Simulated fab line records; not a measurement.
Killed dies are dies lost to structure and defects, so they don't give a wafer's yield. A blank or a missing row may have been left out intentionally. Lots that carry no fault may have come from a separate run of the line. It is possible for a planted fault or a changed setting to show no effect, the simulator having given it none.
fab line records | flow nandHarc
[record] lots = 12 | wafers = 36 | lastDay = 35
route steps=1302 shown P_ZERO_WELL@31 P_STI@80
lots that met no fault: taken from a fault-free run of the same line
startH: the number of hours between the record's first day and the start of the first shown wafer of the lot | waitH: time in hours since the lot's previous step | " same as the row above | L1.1+2: a row that stands for several wafers | - either no value or no given start | * or withheld: withheld | < > ~ a bound
route shown NAME@n: NAME is a module with steps in the file, n the number in the route of the first one | usual: mean/standard deviation taken from wafers without a fault | same: alike in all rows | chamber/n: place in a boat | sites: each site's reading | _std_site: the standard deviation of these | _edge_site: outer sites' mean less inner sites' | radiusMm: for every site, how far away it sits from the centre of the wafer | mask NAME#n: copy n | behind: the last tool/chamber to shape the wafer | hold: the reason the lot was held/the length of the hold in hours/how it ended | device: names the non-switching transistor (n, p or np) | end of line: the tests these same wafers got at the end of their route | where a step has no rows: the recipe by itself | killed: dies lost to structure and defects at the first sort, not the wafer's yield | map: the dies of a wafer, with x for killed, . for not killed, _ for no die there
set.NAME: the setting the step ran with; set.NAME@STEP: the setting that earlier step ran with | model.NAME: the simulator's own value behind a step, which no gauge read
the route's steps for a sample of lots (tables are steps, rows are wafers)
services: the hour from which a tool's chamber was out of use, counted from the record's first day as startH (under 0 if before that day), plus the number of hours and why
[[steps]]
[step NHARC_P_ZERO_WELL_DESCUM_26]
[recipe] timeS = 3 | o2FlowSccm = 200 | arFlowSccm = 0 | biasPowerW = 0 | chemistry = O2
[usual] chamberPressureMTorr = 59.99/0.051 | drypumpMotorCurrentA = 5.7/0.53 | oesProductAu = 1.002/0.011 | rfVppV = 57.8/0.87 | showerheadPlenumPTorr = 1.90/0.073 | throttleValvePct = 11.310/0.0082
lot.wafer | tool       | chamber | startH | waitH | chamberPressureMTorr | drypumpMotorCurrentA | oesProductAu | rfHoursCounterH | rfVppV | showerheadPlenumPTorr | throttleValvePct
L837.3    | rieDiel-04 | 3       | 32.72  | -     | 60.09                | 6.6                  | 0.970        | 9               | 57.3   | 1.80                  | 11.323
L837.4    | "          | 0       | "      | "     | 60.00                | 5.5                  | 1.004        | -               | 58.4   | 1.92                  | 11.311
L837.6    | "          | 2       | "      | "     | 60.01                | 5.3                  | 1.005        | -               | 58.2   | 1.99                  | 11.295
L839.3    | rieDiel-05 | 2       | 52.62  | -     | 59.91                | 5.7                  | 1.005        | 61              | 56.4   | 1.82                  | 11.314
L839.2    | "          | 3       | "      | "     | 59.90                | 5.2                  | 1.003        | 68              | 58.9   | 2.00                  | 11.304
L839.1    | "          | 1       | "      | "     | 59.92                | 4.9                  | 1.007        | 59              | 58.6   | 1.99                  | 11.298
L840.2    | rieDiel-05 | 0       | 62.79  | -     | 60.04                | 6.0                  | 0.987        | 0               | 59.2   | 1.84                  | 11.308
L840.3    | "          | 1       | "      | "     | 59.98                | 4.9                  | 1.005        | 0               | 58.4   | 1.99                  | 11.323
L840.1    | "          | 2       | "      | "     | 60.00                | 5.7                  | 1.013        | 0               | 58.5   | 1.82                  | 11.306
L842.1    | rieDiel-04 | 2       | 82.64  | -     | 60.06                | 5.2                  | 1.010        | 19              | 58.4   | 1.98                  | 11.302
L842.2    | "          | 3       | "      | "     | 59.95                | 6.6                  | 0.987        | 27              | 57.2   | 1.80                  | 11.319
L842.5    | "          | 3       | "      | "     | 59.95                | 6.6                  | 0.985        | -               | 56.4   | 1.80                  | 11.321
L844.2    | rieDiel-01 | 0       | 105.06 | -     | 59.96                | 6.7                  | 1.016        | 27              | 57.8   | 1.82                  | 11.305
L844.1    | "          | 2       | "      | "     | 60.03                | 6.2                  | 1.003        | 21              | 55.8   | 1.91                  | 11.314
L844.6    | "          | 0       | "      | "     | 60.02                | 6.7                  | 1.006        | -               | 58.1   | 1.83                  | 11.326
L846.2    | rieDiel-05 | 0       | 122.74 | -     | 59.94                | 6.0                  | 1.001        | 19              | 57.8   | 1.84                  | 11.307
L846.4    | "          | 3       | "      | "     | 59.99                | 5.2                  | 1.004        | 16              | 57.5   | 2.00                  | 11.308
L846.6    | "          | 0       | "      | "     | 59.99                | 6.0                  | 0.994        | -               | 56.8   | 1.84                  | 11.321
L853.1    | rieDiel-05 | 2       | 192.61 | -     | 59.99                | 5.7                  | 0.996        | 39              | 56.8   | 1.80                  | 11.309
L853.4    | "          | 2       | "      | "     | 59.99                | 5.7                  | 1.000        | -               | 55.9   | 1.80                  | 11.301
L853.5    | "          | 1       | "      | "     | 60.04                | 4.9                  | 1.012        | -               | 58.6   | 1.98                  | 11.312
L855.3    | rieDiel-05 | 1       | 212.84 | -     | 59.97                | 4.9                  | 1.010        | 46              | 57.7   | 1.98                  | 11.304
L855.6    | "          | 2       | "      | "     | 59.93                | 5.7                  | 0.991        | -               | 57.1   | 1.80                  | 11.311
L855.5    | "          | 3       | "      | "     | 60.11                | 5.3                  | 1.003        | -               | 57.8   | 1.99                  | 11.300
L856.4    | rieDiel-04 | 0       | 222.68 | -     | 60.03                | 5.4                  | 0.996        | 10              | 57.1   | 1.90                  | 11.298
L856.2    | "          | 1       | "      | "     | 59.93                | 5.6                  | 1.006        | 13              | 59.5   | 1.88                  | 11.319
L856.5    | "          | 3       | "      | "     | 59.98                | 6.5                  | 0.993        | -               | 57.2   | 1.79                  | 11.320
L857.3    | rieDiel-04 | 1       | 232.98 | -     | 59.97                | 5.6                  | 1.015        | 18              | 56.8   | 1.88                  | 11.324
L857.6    | "          | 0       | "      | "     | 60.03                | 5.5                  | 1.001        | -               | 58.0   | 1.89                  | 11.309
L857.5    | "          | 1       | "      | "     | 59.99                | 5.6                  | 1.007        | -               | 56.7   | 1.88                  | 11.296
L858.2    | rieDiel-05 | 0       | 242.61 | -     | 60.02                | 6.0                  | 0.999        | 1               | 56.7   | 1.83                  | 11.312
L858.3    | "          | 1       | "      | "     | 60.01                | 5.0                  | 1.005        | 1               | 58.9   | 1.98                  | 11.311
L858.5    | "          | 2       | "      | "     | 59.98                | 5.7                  | 0.997        | -               | 59.8   | 1.80                  | 11.305
L859.2    | rieDiel-05 | 0       | 252.74 | -     | 59.94                | 6.0                  | 1.004        | 2               | 58.3   | 1.83                  | 11.322
L859.3    | "          | 2       | "      | "     | 59.98                | 5.7                  | 1.009        | 3               | 57.0   | 1.80                  | 11.306
L859.4    | "          | 3       | "      | "     | 60.05                | 5.3                  | 1.013        | 3               | 58.6   | 1.98                  | 11.317
[step NHARC_P_STI_EXPOSE_06]
[recipe] na = 0.55 | targetCdNm = 200 | doseMj = 37.69 | maskId = P_STI
lot.wafer  | tool          | chamber | startH | waitH | mask
L837.3+4+6 | krfScanner-01 | 0       | 52.71  | -     | P_STI#0
L839.1+2+3 | krfScanner-01 | 0       | 74.50  | -     | P_STI#0
L840.1+2+3 | krfScanner-04 | 0       | 82.85  | -     | P_STI#0
L842.1+2+5 | krfScanner-01 | 0       | 103.29 | -     | P_STI#0
L844.1+2+6 | krfScanner-02 | 0       | 124.46 | -     | P_STI_R1#0
L846.2+4+6 | krfScanner-04 | 0       | 144.20 | -     | P_STI#0
L853.1+4+5 | krfScanner-02 | 0       | 212.01 | -     | P_STI#0
L855.3+5+6 | krfScanner-01 | 0       | 234.84 | -     | P_STI#0
L856.2+4+5 | krfScanner-04 | 0       | 244.24 | -     | P_STI#0
L857.3+5+6 | krfScanner-04 | 0       | 254.36 | -     | P_STI#0
L858.2+3+5 | krfScanner-04 | 0       | 264.09 | -     | P_STI#0
L859.2+3+4 | krfScanner-02 | 0       | 277.98 | -     | P_STI#0
[step NHARC_P_STI_CD_MEAS_09]
[recipe] targetCdNm = 200 | landingEnergyEv = 500
[usual] cdNm = 200.5/2.3
lot.wafer | tool     | chamber | startH | waitH | cdNm
L837.3    | cdSem-01 | 0       | 52.86  | -     | 196.7
L837.4    | "        | 0       | "      | "     | 200.2
L837.6    | "        | 0       | "      | "     | 197.9
L839.1    | cdSem-01 | 0       | 74.65  | -     | 201.7
L839.2    | "        | 0       | "      | "     | 202.9
L839.3    | "        | 0       | "      | "     | 200.8
L840.1    | cdSem-03 | 0       | 83.00  | -     | 202.3
L840.2    | "        | 0       | "      | "     | 202.6
L840.3    | "        | 0       | "      | "     | 199.6
L842.1    | cdSem-01 | 0       | 103.44 | -     | 199.9
L842.2    | "        | 0       | "      | "     | 199.3
L842.5    | "        | 0       | "      | "     | 198.4
L844.1    | cdSem-03 | 0       | 124.62 | -     | 204.0
L844.2    | "        | 0       | "      | "     | 206.9
L844.6    | "        | 0       | "      | "     | 205.8
L846.2    | cdSem-03 | 0       | 144.35 | -     | 204.1
L846.4    | "        | 0       | "      | "     | 206.9
L846.6    | "        | 0       | "      | "     | 204.7
L853.1    | cdSem-03 | 0       | 212.18 | -     | 197.3
L853.4    | "        | 0       | "      | "     | 199.9
L853.5    | "        | 0       | "      | "     | 199.4
L855.3    | cdSem-02 | 0       | 234.99 | -     | 196.9
L855.5    | "        | 0       | "      | "     | 196.2
L855.6    | "        | 0       | "      | "     | 196.4
L856.2    | cdSem-01 | 0       | 244.39 | -     | 200.3
L856.4    | "        | 0       | "      | "     | 199.1
L856.5    | "        | 0       | "      | "     | 199.9
L857.3    | cdSem-02 | 0       | 254.51 | -     | 199.5
L857.5    | "        | 0       | "      | "     | 197.7
L857.6    | "        | 0       | "      | "     | 197.3
L858.2    | cdSem-03 | 0       | 264.24 | -     | 197.4
L858.3    | "        | 0       | "      | "     | 197.4
L858.5    | "        | 0       | "      | "     | 196.2
L859.2    | cdSem-02 | 0       | 278.13 | -     | 199.4
L859.3    | "        | 0       | "      | "     | 200.9
L859.4    | "        | 0       | "      | "     | 199.0
[step NHARC_P_STI_ETCH_31]
[recipe] targetDepthA = 1089 | timeS = 54.5 | cf4FlowSccm = 100 | chf3FlowSccm = 30 | arFlowSccm = 0 | rfW = 500 | biasW = 200 | chemistry = CF4/CHF3
[usual] chamberPressureMTorr = 24.999/0.022 | drypumpMotorCurrentA = 5.6/0.41 | oesProductAu = 0.955/0.019 | rfVppV = 371.0/2.5 | showerheadPlenumPTorr = 1.58/0.073 | throttleValvePct = 16.802/0.0096
lot.wafer | tool       | chamber | startH | waitH | chamberPressureMTorr | drypumpMotorCurrentA | oesProductAu | rfHoursCounterH | rfVppV | showerheadPlenumPTorr | throttleValvePct
L837.4    | rieDiel-02 | 2       | -      | -     | 25.022               | 5.7                  | 0.963        | 0               | 373.6  | 1.67                  | 16.803
L837.3    | "          | 3       | "      | "     | 25.058               | 5.8                  | 0.953        | 0               | 374.4  | 1.69                  | 16.804
L837.6    | "          | 1       | "      | "     | 24.995               | 5.2                  | 0.967        | -               | 372.7  | 1.64                  | 16.802
L839.2    | rieDiel-02 | 2       | -      | -     | 24.980               | 5.7                  | 0.907        | 1               | 372.8  | 1.67                  | 16.807
L839.3    | "          | 3       | "      | "     | 24.999               | 5.8                  | 0.910        | 1               | 375.7  | 1.69                  | 16.809
L839.1    | "          | 0       | "      | "     | 25.004               | 5.1                  | 0.913        | 1               | 372.1  | 1.65                  | 16.800
L840.3    | rieDiel-07 | 3       | -      | -     | 24.975               | 6.4                  | 0.979        | 13              | 370.8  | 1.54                  | 16.796
L840.1    | "          | 1       | "      | "     | 24.998               | 5.9                  | 0.960        | 14              | 371.3  | 1.53                  | 16.813
L840.2    | "          | 2       | "      | "     | 25.007               | 5.4                  | 0.964        | 13              | 369.4  | 1.51                  | 16.807
L842.2    | rieDiel-07 | 0       | -      | -     | 25.017               | 6.0                  | 0.956        | 15              | 372.4  | 1.60                  | 16.799
L842.1    | "          | 1       | "      | "     | 24.974               | 5.9                  | 0.957        | 16              | 370.7  | 1.53                  | 16.800
L842.5    | "          | 3       | "      | "     | 24.998               | 6.4                  | 0.974        | -               | 370.4  | 1.54                  | 16.799
L844.1    | rieDiel-02 | 3       | -      | -     | 25.011               | 5.8                  | 0.927        | 3               | 374.7  | 1.69                  | 16.811
L844.2    | "          | 0       | "      | "     | 25.010               | 5.1                  | 0.934        | 3               | 373.5  | 1.65                  | 16.806
L844.6    | "          | 3       | "      | "     | 24.958               | 5.8                  | 0.931        | -               | 374.7  | 1.69                  | 16.815
L846.2    | rieDiel-13 | 3       | -      | -     | 24.981               | 6.2                  | 0.922        | 8               | 366.9  | 1.48                  | 16.799
L846.4    | "          | 1       | "      | "     | 24.986               | 5.4                  | 0.930        | 10              | 366.2  | 1.49                  | 16.801
L846.6    | "          | 2       | "      | "     | 25.041               | 5.0                  | 0.928        | -               | 368.3  | 1.50                  | 16.804
L853.4    | rieDiel-02 | 1       | -      | -     | 24.994               | 5.2                  | 0.976        | 8               | 372.4  | 1.64                  | 16.821
L853.1    | "          | 0       | "      | "     | 24.987               | 5.1                  | 0.967        | 8               | 373.1  | 1.65                  | 16.810
L853.5    | "          | 2       | "      | "     | 25.027               | 5.7                  | 0.946        | -               | 373.3  | 1.67                  | 16.815
L855.3    | rieDiel-07 | 1       | -      | -     | 24.995               | 5.9                  | 0.974        | 10              | 368.3  | 1.53                  | 16.817
L855.5    | "          | 1       | "      | "     | 25.009               | 5.9                  | 0.977        | -               | 370.3  | 1.53                  | 16.816
L855.6    | "          | 2       | "      | "     | 24.999               | 5.4                  | 0.965        | -               | 369.5  | 1.51                  | 16.824
L856.2    | rieDiel-02 | 2       | -      | -     | 25.004               | 5.7                  | 0.961        | 1               | 374.8  | 1.67                  | 16.798
L856.4    | "          | 3       | "      | "     | 24.997               | 5.8                  | 0.977        | 1               | 375.3  | 1.69                  | 16.793
L856.5    | "          | 0       | "      | "     | 25.008               | 5.1                  | 0.980        | -               | 372.2  | 1.65                  | 16.814
L857.3    | rieDiel-02 | 1       | -      | -     | 24.992               | 5.2                  | 0.947        | 1               | 373.5  | 1.64                  | 16.810
L857.6    | "          | 1       | "      | "     | 24.962               | 5.2                  | 0.939        | -               | 371.0  | 1.64                  | 16.796
L857.5    | "          | 2       | "      | "     | 25.000               | 5.7                  | 0.942        | -               | 373.6  | 1.67                  | 16.791
L858.2    | rieDiel-07 | 0       | -      | -     | 25.001               | 6.0                  | 0.953        | 12              | 370.7  | 1.60                  | 16.807
L858.3    | "          | 3       | "      | "     | 24.976               | 6.4                  | 0.956        | 11              | 368.7  | 1.53                  | 16.783
L858.5    | "          | 0       | "      | "     | 24.997               | 6.0                  | 0.966        | -               | 370.5  | 1.60                  | 16.808
L859.2    | rieDiel-13 | 1       | -      | -     | 24.968               | 5.4                  | 0.952        | 6               | 367.0  | 1.48                  | 16.802
L859.4    | "          | 2       | "      | "     | 25.012               | 5.1                  | 0.951        | 6               | 368.3  | 1.50                  | 16.788
L859.3    | "          | 0       | "      | "     | 25.004               | 5.5                  | 0.969        | 6               | 368.3  | 1.53                  | 16.783
[[services]]
tool          | chamber | startH | hours | kind
krfScanner-04 | -       | 10.00  | 4.0   | pm
rieDiel-07    | 3       | 21.37  | 5.0   | repair
rieDiel-04    | 1       | 27.72  | 5.4   | repair
rieDiel-02    | -       | 35.79  | 0.3   | repair
rieDiel-02    | -       | 39.76  | 9.0   | pm
rieDiel-05    | -       | 52.69  | 9.0   | pm
rieDiel-04    | 2       | 54.21  | 8.5   | repair
rieDiel-07    | -       | 117.41 | 9.0   | pm
rieDiel-04    | 1       | 121.53 | 6.0   | repair
rieDiel-05    | 1       | 123.19 | 4.1   | repair
krfScanner-01 | -       | 140.00 | 4.0   | pm
rieDiel-04    | 3       | 155.09 | 15.0  | repair
rieDiel-02    | -       | 169.92 | 1.4   | repair
rieDiel-04    | 3       | 177.06 | 9.2   | repair
rieDiel-04    | -       | 179.38 | 9.0   | pm
rieDiel-05    | 2       | 179.65 | 3.3   | repair
krfScanner-04 | -       | 182.00 | 4.0   | pm
rieDiel-05    | 3       | 189.40 | 6.6   | repair
rieDiel-02    | -       | 190.05 | 2.5   | repair
rieDiel-07    | 3       | 191.34 | 11.0  | repair
rieDiel-02    | -       | 216.76 | 9.0   | pm
rieDiel-05    | -       | 230.70 | 9.0   | pm
rieDiel-02    | 2       | 260.50 | 6.4   | repair
rieDiel-05    | 0       | 270.01 | 9.1   | repair
[[key]]
[firstSign] step = NHARC_P_STI_EXPOSE_06 | reading = mask | direction = changed
[effect] step = NHARC_P_STI_CD_MEAS_09 | reading = cdNm | direction = up | sigmas = 2.2 | usual = 200.5 | struck = 205.6
metAt NHARC_P_STI_EXPOSE_06
struckLots L844
testerLeftOut L844
notActingAt NHARC_P_ZERO_WELL_DESCUM_26,NHARC_P_STI_CD_MEAS_09,NHARC_P_STI_ETCH_31
[fault] kind = wrongMask | tool = any | chamber = - | onsetH = 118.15 | steps = NHARC_P_STI_EXPOSE_06 | auxCopy = P_STI_R1#0 | cdOffsetNm = 4.5892 | scope = struckLotsOnly
// testerLeftOut: of these lots the tester's yield and bins aren't shown, on N5 and GAA mostly nor the transistor test; their killed dies are dies lost to structure and defects alone, not to doping, threshold or leakage, so they don't give the yield
